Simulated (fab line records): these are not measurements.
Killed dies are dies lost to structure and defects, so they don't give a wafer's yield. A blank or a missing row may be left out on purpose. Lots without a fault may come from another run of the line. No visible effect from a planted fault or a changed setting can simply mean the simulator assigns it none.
Matching of chambers + flow nand harc + NHARC_P_M1_DESCUM_14 on rie diel-01 has 4 sister chambers
The step chemistry O2, time 3 s. 7 wafers are shown with their chamber, then 10 later ones without.

== EACH WAFER AND ITS CHAMBER ==
| wafer  | chamber | drypump motor current A (A) | oes product au (a.u.) |
|--------|---------|-----------------------------|-----------------------|
| L074.1 | 2       | 5.4                         | 1.019                 |
| L083.6 | 3       | 5.2                         | 1.013                 |
| L088.1 | 3       | 5.3                         | 1.005                 |
| L088.3 | 0       | 4.9                         | 0.998                 |
| L088.4 | 1       | 5.7                         | 1.004                 |
| L086.1 | 0       | 4.9                         | 0.991                 |
| L086.2 | 1       | 5.7                         | 1.009                 |

== WAFERS MISSING THEIR CHAMBER ==
| wafer  | drypump motor current A (A) | oes product au (a.u.) |
|--------|-----------------------------|-----------------------|
| L086.4 | 5.4                         | 0.998                 |
| L085.1 | 4.9                         | 0.995                 |
| L085.3 | 5.7                         | 1.000                 |
| L085.6 | 5.4                         | 0.992                 |
| L091.1 | 4.9                         | 0.993                 |
| L091.4 | 5.7                         | 1.005                 |
| L091.5 | 4.9                         | 0.998                 |
| L093.1 | 5.7                         | 0.996                 |
| L093.3 | 5.3                         | 1.016                 |
| L093.4 | 4.9                         | 0.988                 |

== WHICH CHAMBER EACH ONE RAN IN ==
| wafer  | from the rows above     | in truth |
|--------|-------------------------|----------|
| L086.4 | can't be placed: 3 or 2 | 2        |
| L085.1 | 0                       | 0        |
| L085.3 | 1                       | 1        |
| L085.6 | can't be placed: 3 or 2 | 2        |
| L091.1 | 0                       | 0        |
| L091.4 | 1                       | 1        |
| L091.5 | 0                       | 0        |
| L093.1 | 1                       | 1        |
| L093.3 | can't be placed: 3 or 2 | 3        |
| L093.4 | 0                       | 0        |
Correct placement for 7 of the 10. Unplaceable from these rows: 3, with the true chamber sitting among the candidates in 3. Wrongly placed: 0.
How it was worked out, from the rows above alone: a wafer's distance from a chamber is the root of the sum, over the readings, of the square of ((its reading less the chamber's mean) divided by the reading's scatter). If the next closest chamber is less than 2 further off than the closest, the wafer can't be placed; otherwise it belongs to the closest. The mean given for a chamber averages the wafers shown for that chamber. The scatter is the square root of a quotient: the sum, over the shown wafers, of each reading's squared deviation from its chamber's mean, divided by wafers minus chambers.
